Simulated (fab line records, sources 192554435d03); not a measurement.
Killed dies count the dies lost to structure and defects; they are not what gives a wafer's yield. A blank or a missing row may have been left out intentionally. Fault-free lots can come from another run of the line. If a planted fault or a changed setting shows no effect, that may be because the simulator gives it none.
Split-lot study -- flow n5Finfet -- 21 wafers read from 7 lots, route of 1938 steps

## THE SPLIT ITSELF
At N5_SD_EPI_P_COAT_34 (time 60 s, resist thk 350 nm), the setting spinRpm was moved away from the recipe's 1500 rpm on 7 of the 21 wafers read, by -10.3% to +11.1%. The other wafers ran this setting at the recipe's value.

The split's own step is where the reading is taken.

## THE READING
SOC_of_SD_EPI_P_COAT_34.thkNm (the simulator's own value, which no gauge read), in nm, at N5_SD_EPI_P_COAT_34 (time 60 s, resist thk 350 nm). The file gives no usual value for it. Average 349.5 nm, standard deviation 1.1 nm, over the 14 wafers here run with the recipe.

wafer,"tool, chamber at the split","spinRpm as run, rpm",against the recipe,"SOC_of_SD_EPI_P_COAT_34.thkNm, nm",against lot-mates on the recipe
L078.1,"lithoTrack-02, 0",1500,recipe,350,-
L078.5,"lithoTrack-02, 0",1500,recipe,350.6,-
L078.6,"lithoTrack-02, 0",1500,recipe,351.6,-
L084.4,"lithoTrack-02, 0",1500,recipe,347.8,-
L084.5,"lithoTrack-02, 0",1500,recipe,348.4,-
L084.6,"lithoTrack-02, 0",1500,recipe,349.4,-
L085.4,"lithoTrack-04, 0",1650,+10.0%,332.4,-16.2
L085.5,"lithoTrack-04, 0",1500,recipe,348.6,-
L085.6,"lithoTrack-04, 0",1650,+10.0%,332.2,-16.4
L087.3,"lithoTrack-04, 0",1500,recipe,349.4,-
L087.5,"lithoTrack-04, 0",1500,recipe,349.2,-
L087.6,"lithoTrack-04, 0",1560,+4.0%,343.2,-6.1
L089.1,"lithoTrack-04, 0",1666,+11.1%,331.6,-17.6
L089.2,"lithoTrack-04, 0",1500,recipe,350.4,-
L089.4,"lithoTrack-04, 0",1500,recipe,348,-
L094.1,"lithoTrack-05, 0",1500,recipe,350.6,-
L094.4,"lithoTrack-05, 0",1347,-10.2%,369.4,+18.8
L094.5,"lithoTrack-05, 0",1347,-10.2%,369.8,+19.2
L097.1,"lithoTrack-04, 0",1500,recipe,349.2,-
L097.2,"lithoTrack-04, 0",1500,recipe,350.2,-
L097.6,"lithoTrack-04, 0",1345,-10.3%,369,+19.3

THE FIT
A straight line over all 21 wafers: SOC_of_SD_EPI_P_COAT_34.thkNm changes by -1.81 nm for each +1% of spinRpm; r = -0.99; the points scatter about the line by 1.1 nm.
The same after taking each lot's own level away (the mean of its wafers on the recipe; 21 wafers): -1.74 nm for each +1%; r = -1.00; scatter 0.84 nm.
According to that fit, moving spinRpm by its largest amount changes the reading by 19 nm.
From 348.53 to 350.73 nm: that is the span of the lots' own levels, equal to 2.1 times the standard deviation above.
The two slopes are in agreement: the lot-to-lot level therefore moves the slope only a little.
Check: for one of the wafers moved furthest among these (+11.1%), held out of the fit, the line's prediction against its lot-mates is -19.2 nm. It came out at -17.6 nm against them.

## OTHER SPLITS APPLIED TO THESE WAFERS
Note: prior to the reading, these wafers also went through further splits. Each is held against what the fit with the lots' levels taken away leaves over:
other split on the same wafers,wafers away from the commonest value,r with SOC_of_SD_EPI_P_COAT_34.thkNm (lot level and that fit taken away)
N5_WELL_APT_COAT_02 spinRpm,5,+0.15
N5_PMOS_HMC_CHANNEL_EPI_HM_DEP_34 timeS,9,-0.02
N5_PMOS_HMC_CHANNEL_EPI_PEB_07 pebTimeS,10,+0.18
N5_FIN_CUT_COAT_19 spinRpm,2,+0.17
N5_DUMMY_GATE_ETCH_32 timeS,6,+0.22

## THE FILE'S OWN FIT
SOC_of_SD_EPI_P_COAT_34.thkNm changes by -1.73 nm for each +1% of spinRpm, r = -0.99.
